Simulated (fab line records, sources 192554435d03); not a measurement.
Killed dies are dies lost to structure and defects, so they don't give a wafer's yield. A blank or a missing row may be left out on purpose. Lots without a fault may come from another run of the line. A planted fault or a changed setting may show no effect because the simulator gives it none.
Which tool did it? | flow n5_finfet | 12 lots, 35 wafers sampled, at 5 steps of a route of 1938

WHAT THE GAUGES READ, wafer by wafer
N5_BEOL_M15_RS_MEAS_54: measures by four-point-probe.
lot  | measured     | on            | M15_RS (ohm/sq)
L915 | day 11 09:04 | film_metro-01 | 0.0221 0.0217 0.0215
L920 | day 12 10:07 | film_metro-02 | 0.0218 0.0214 0.0222
L919 | day 12 10:46 | film_metro-02 | 0.0215 0.0210 0.0209
L921 | day 12 22:09 | film_metro-01 | 0.0216 0.0213 0.0218
L922 | day 13 08:37 | film_metro-01 | 0.0213 0.0216 0.0215
L923 | day 13 22:21 | film_metro-02 | 0.0213 0.0212 0.0209
L926 | day 14 20:17 | film_metro-01 | 0.0212 0.0217 0.0212
L932 | day 16 10:16 | film_metro-02 | 0.0210 0.0211
L931 | day 16 16:26 | film_metro-01 | 0.0220 0.0218 0.0220
L935 | day 17 06:35 | film_metro-01 | 0.0223 0.0219 0.0214
L937 | day 17 21:54 | film_metro-02 | 0.0207 0.0213 0.0209
L938 | day 18 12:01 | film_metro-01 | 0.0216 0.0207 0.0211

N5_MIM_BOT_LITHO_CD_MEAS_08: target cd 3000 nm.
lot  | measured     | on        | cd_nm (nm)
L915 | day 11 13:41 | cd_sem-02 | 3006.3 3003.8 3000.6
L920 | day 12 18:13 | cd_sem-02 | 3003.0 3000.7 2998.9
L919 | day 12 18:23 | cd_sem-02 | 3003.4 3000.9 3003.6
L921 | day 13 04:01 | cd_sem-02 | 3000.7 3003.1 3002.6
L922 | day 13 12:36 | cd_sem-03 | 2999.3 3001.1 2999.8
L923 | day 14 02:50 | cd_sem-03 | 3000.7 3001.6 3002.3
L926 | day 15 01:55 | cd_sem-02 | 3003.1 2999.3 3002.5
L932 | day 16 15:56 | cd_sem-03 | 2999.2 2993.5
L931 | day 16 21:50 | cd_sem-01 | 3001.1 2998.5 2994.5
L935 | day 17 11:02 | cd_sem-03 | 2999.9 3000.1 3001.8
L937 | day 18 03:52 | cd_sem-01 | 2999.3 2999.0 3003.3
L938 | day 18 16:32 | cd_sem-02 | 3000.9 3004.6 2999.8

WHICH TOOL RAN EACH LOT (tool, then ch and the chambers of the sampled wafers, then the start)
lot  | N5_BEOL_M15_SPUTTER_44       | N5_MIM_BOT_SPUTTER_00        | N5_MIM_BOT_LITHO_DEVELOP_07
L915 | pvd_sputter-01, day 11 07:55 | pvd_sputter-01, day 11 11:03 | litho_track-01 ch 0, day 11 13:34
L920 | pvd_sputter-01, day 12 08:56 | pvd_sputter-01, day 12 14:04 | litho_track-02 ch 0, day 12 18:07
L919 | pvd_sputter-01, day 12 09:20 | pvd_sputter-03, day 12 14:04 | litho_track-02 ch 0, day 12 18:16
L921 | pvd_sputter-02, day 12 20:22 | pvd_sputter-03, day 13 01:25 | litho_track-04 ch 0, day 13 03:53
L922 | pvd_sputter-01, day 13 07:27 | pvd_sputter-03, day 13 10:42 | litho_track-02 ch 0, day 13 12:29
L923 | pvd_sputter-03, day 13 21:11 | pvd_sputter-01, day 14 00:37 | litho_track-01 ch 0, day 14 02:43
L926 | pvd_sputter-01, day 14 18:26 | pvd_sputter-01, day 14 21:24 | litho_track-02 ch 0, day 15 01:48
L932 | pvd_sputter-02, day 16 09:07 | pvd_sputter-02, day 16 12:02 | litho_track-02 ch 0, day 16 15:49
L931 | pvd_sputter-02, day 16 15:17 | pvd_sputter-03, day 16 17:52 | litho_track-02 ch 0, day 16 21:43
L935 | pvd_sputter-02, day 17 05:17 | pvd_sputter-03, day 17 08:13 | litho_track-04 ch 0, day 17 10:55
L937 | pvd_sputter-03, day 17 19:55 | pvd_sputter-02, day 17 23:29 | litho_track-04 ch 0, day 18 03:45
L938 | pvd_sputter-01, day 18 10:50 | pvd_sputter-01, day 18 13:08 | litho_track-04 ch 0, day 18 16:25
- N5_BEOL_M15_SPUTTER_44: material Ta, target thk 15 nm, time 24.19 s.
- N5_MIM_BOT_SPUTTER_00: material TiN, target thk 35 nm, time 89.7 s.
- N5_MIM_BOT_LITHO_DEVELOP_07: develop time 60 s.

WHAT THE TOOLS THEMSELVES READ (means of the sampled wafers that have a number; where no wafer has one, the mark that the record gives instead)
N5_BEOL_M15_SPUTTER_44.
lot  | tool           | bias_v (V) | throttle_valve_pct (%)
L915 | pvd_sputter-01 | 80.0       | 29.6
L920 | pvd_sputter-01 | 80.2       | 29.5
L919 | pvd_sputter-01 | 79.8       | 30.2
L921 | pvd_sputter-02 | 79.9       | 29.8
L922 | pvd_sputter-01 | 79.0       | 29.7
L923 | pvd_sputter-03 | 79.4       | 31.0
L926 | pvd_sputter-01 | 79.9       | 30.0
L932 | pvd_sputter-02 | 79.8       | 28.9
L931 | pvd_sputter-02 | 80.0       | 28.8
L935 | pvd_sputter-02 | 79.3       | 29.4
L937 | pvd_sputter-03 | 80.0       | 29.2
L938 | pvd_sputter-01 | 80.4       | 29.7

N5_MIM_BOT_SPUTTER_00.
lot  | tool           | throttle_valve_pct (%)
L915 | pvd_sputter-01 | 30.1
L920 | pvd_sputter-01 | 29.7
L919 | pvd_sputter-03 | 29.9
L921 | pvd_sputter-03 | 31.1
L922 | pvd_sputter-03 | 31.1
L923 | pvd_sputter-01 | 29.5
L926 | pvd_sputter-01 | 29.6
L932 | pvd_sputter-02 | 28.1
L931 | pvd_sputter-03 | 30.5
L935 | pvd_sputter-03 | 30.4
L937 | pvd_sputter-02 | 30.0
L938 | pvd_sputter-01 | 29.9

THE ANSWER, worked out from the rows above alone
Rule: what is usual is taken from the lots themselves. Put in order of their means at a reading, lots are off if they are a third of the lots or fewer, leave a main group of 4 or more, and stand apart from it by a gap of 3 or more times the standard deviation of the main group's means; of several such gaps the widest counts. A main group whose means are all the same, to the digits that the tables above print for the reading, isn't used. A lot without any number at a reading at which 4 lots or more have one is off too. The other lots that the step has rows for count as sound. The gauges are gone through in route order, then the tools' own readings, and for those a lot's mean is taken as printed above. The first step at which some lot is off is used, and at that step the reading that is off furthest; a lot without a number counts as furthest.
No lot is off at any reading shown: from this, nothing can be told.

WHAT THE SIMULATOR HAD PUT IN
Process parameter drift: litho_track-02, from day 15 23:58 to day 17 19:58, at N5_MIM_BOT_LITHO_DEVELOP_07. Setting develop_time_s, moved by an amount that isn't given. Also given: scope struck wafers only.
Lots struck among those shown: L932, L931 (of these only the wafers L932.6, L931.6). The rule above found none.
